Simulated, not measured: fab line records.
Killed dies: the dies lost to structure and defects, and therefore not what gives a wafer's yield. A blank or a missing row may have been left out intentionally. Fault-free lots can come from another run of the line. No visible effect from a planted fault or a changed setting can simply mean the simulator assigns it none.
Chamber matching | flow n5 finfet | N5_BEOL_M8_ETCH_72 on rie diel-02: 4 sister chambers
The step etches underlayer in N2/H2, target depth 6.5 nm, time 5.2 s. 4 wafers are shown with their chamber, then 7 later ones without.

== WAFERS, EACH WITH ITS CHAMBER ==
wafer  | chamber | throttle valve pct (%)
L086.1 | 0       | 17.71
L086.5 | 2       | 18.27
L088.1 | 1       | 17.86
L088.2 | 3       | 17.71

== WAFERS WHOSE CHAMBER IS MISSING ==
wafer  | throttle valve pct (%)
L088.5 | 17.71
L090.2 | 17.92
L090.3 | 17.74
L090.5 | 17.71
L094.2 | 18.30
L094.3 | 17.90
L094.5 | 17.74

== WHICH CHAMBER EACH ONE RAN IN ==
wafer  | from the rows above     | in truth
L088.5 | can't be placed: 0 or 3 | 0
L090.2 | 1                       | 1
L090.3 | can't be placed: 0 or 3 | 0
L090.5 | can't be placed: 0 or 3 | 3
L094.2 | 2                       | 2
L094.3 | 1                       | 1
L094.5 | can't be placed: 0 or 3 | 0
Correctly placed: 3 of 7. Can't be placed from these rows: 4 (the true chamber is among the candidates in 4). Wrongly placed: 0.
How it was worked out, from the rows above alone: a wafer's distance from a chamber is the root of the sum, over the readings, of the square of ((its reading less the chamber's mean) divided by the reading's scatter). The wafer belongs to the nearest chamber; if the next one is less than 2 further off, it can't be placed. For every chamber, the mean is computed from those of its wafers that are shown. The scatter: root of mean squared gap, hidden wafer to nearest shown wafer, with one shown wafer a chamber.
